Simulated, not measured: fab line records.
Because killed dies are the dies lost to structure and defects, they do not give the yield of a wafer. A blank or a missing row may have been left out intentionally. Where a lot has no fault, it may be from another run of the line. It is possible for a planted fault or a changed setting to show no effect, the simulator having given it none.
Matching of chambers || flow n5_finfet || 4 sister chambers for N5_SDB_CMP_30 on cmp-04
The step polishes, stops on poly-Si, t overpolish 1.54 s, target thk 30 nm. 4 wafers are shown with their chamber, then 10 later ones without.

WAFERS, EACH WITH ITS CHAMBER
{"wafer": "L088.3", "chamber": 1, "motor_current_A (A)": 10.2}
{"wafer": "L089.5", "chamber": 0, "motor_current_A (A)": 10.5}
{"wafer": "L090.1", "chamber": 2, "motor_current_A (A)": 11.8}
{"wafer": "L090.2", "chamber": 3, "motor_current_A (A)": 9.6}

WAFERS WITHOUT THEIR CHAMBER
{"wafer": "L090.4", "motor_current_A (A)": 10.3}
{"wafer": "L092.1", "motor_current_A (A)": 10.4}
{"wafer": "L092.2", "motor_current_A (A)": 11.9}
{"wafer": "L092.6", "motor_current_A (A)": 10.6}
{"wafer": "L094.1", "motor_current_A (A)": 11.2}
{"wafer": "L094.3", "motor_current_A (A)": 9.9}
{"wafer": "L094.4", "motor_current_A (A)": 11.2}
{"wafer": "L096.1", "motor_current_A (A)": 9.9}
{"wafer": "L096.5", "motor_current_A (A)": 9.7}
{"wafer": "L096.6", "motor_current_A (A)": 10.3}

WHICH CHAMBER EACH WENT THROUGH
{"wafer": "L090.4", "from the rows above": "can't be placed: 1 or 0 or 3", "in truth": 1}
{"wafer": "L092.1", "from the rows above": "can't be placed: 0 or 1", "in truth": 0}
{"wafer": "L092.2", "from the rows above": 2, "in truth": 2}
{"wafer": "L092.6", "from the rows above": "can't be placed: 0 or 1", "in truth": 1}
{"wafer": "L094.1", "from the rows above": "can't be placed: 2 or 0 or 1", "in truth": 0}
{"wafer": "L094.3", "from the rows above": "can't be placed: 1 or 3 or 0", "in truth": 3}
{"wafer": "L094.4", "from the rows above": "can't be placed: 2 or 0 or 1", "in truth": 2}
{"wafer": "L096.1", "from the rows above": "can't be placed: 1 or 3 or 0", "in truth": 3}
{"wafer": "L096.5", "from the rows above": "can't be placed: 3 or 1", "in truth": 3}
{"wafer": "L096.6", "from the rows above": "can't be placed: 1 or 0 or 3", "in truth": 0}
Correct placement for 1 of the 10. Cannot be placed on the basis of these rows: 9; the candidates contain the true chamber in 9. Number placed wrongly: 0.
How it was worked out, from the rows above alone: a wafer's distance from a chamber is the root of the sum, over the readings, of the square of ((its reading less the chamber's mean) divided by the reading's scatter). If the next closest chamber is less than 2 further off than the closest, the wafer can't be placed; otherwise it belongs to the closest. The mean given for a chamber averages the wafers shown for that chamber. The scatter: with one shown wafer a chamber, the root of the mean of the squares of how far each hidden wafer lies from its nearest shown one.
